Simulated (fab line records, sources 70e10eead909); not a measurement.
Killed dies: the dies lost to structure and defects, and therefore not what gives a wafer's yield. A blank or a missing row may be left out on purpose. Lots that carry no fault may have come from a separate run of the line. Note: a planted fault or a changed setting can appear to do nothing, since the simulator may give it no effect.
Matching of chambers :: flow nand_harc :: rie_diel-01 running NHARC_THIN_TSV_DESCUM_14: 4 sister chambers
The step chemistry O2, time 3 s. 4 wafers are shown with their chamber, then 9 later ones without.

== EACH WAFER AND ITS CHAMBER ==
wafer: L083.1
chamber: 1
drypump_motor_current_A (A): 5.9

wafer: L087.3
chamber: 3
drypump_motor_current_A (A): 6.0

wafer: L087.4
chamber: 2
drypump_motor_current_A (A): 5.6

wafer: L087.6
chamber: 0
drypump_motor_current_A (A): 6.0

== WAFERS WITHOUT THEIR CHAMBER ==
wafer: L090.1
drypump_motor_current_A (A): 5.9

wafer: L090.5
drypump_motor_current_A (A): 5.7

wafer: L090.6
drypump_motor_current_A (A): 6.0

wafer: L094.1
drypump_motor_current_A (A): 6.0

wafer: L094.2
drypump_motor_current_A (A): 5.6

wafer: L094.4
drypump_motor_current_A (A): 6.0

wafer: L095.2
drypump_motor_current_A (A): 5.9

wafer: L095.3
drypump_motor_current_A (A): 5.9

wafer: L095.6
drypump_motor_current_A (A): 5.9

== WHICH CHAMBER EACH WENT THROUGH ==
wafer: L090.1
from the rows above: 1
in truth: 1

wafer: L090.5
from the rows above: 2
in truth: 2

wafer: L090.6
from the rows above: can't be placed: 0 or 3
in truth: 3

wafer: L094.1
from the rows above: can't be placed: 0 or 3
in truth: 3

wafer: L094.2
from the rows above: 2
in truth: 2

wafer: L094.4
from the rows above: can't be placed: 0 or 3
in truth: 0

wafer: L095.2
from the rows above: 1
in truth: 1

wafer: L095.3
from the rows above: 1
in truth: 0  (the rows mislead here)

wafer: L095.6
from the rows above: 1
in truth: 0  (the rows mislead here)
Correctly placed: 4 of 9. Not placeable from these rows: 3 (in 3, the candidates include the true chamber). Placed wrongly: 2.
How it was worked out, from the rows above alone: a wafer's distance from a chamber is the root of the sum, over the readings, of the square of ((its reading less the chamber's mean) divided by the reading's scatter). The wafer belongs to the nearest chamber; if the next one is less than 2 further off, it can't be placed. Each chamber's mean is taken over the wafers shown for it. The scatter: root of mean squared gap, hidden wafer to nearest shown wafer, with one shown wafer a chamber.
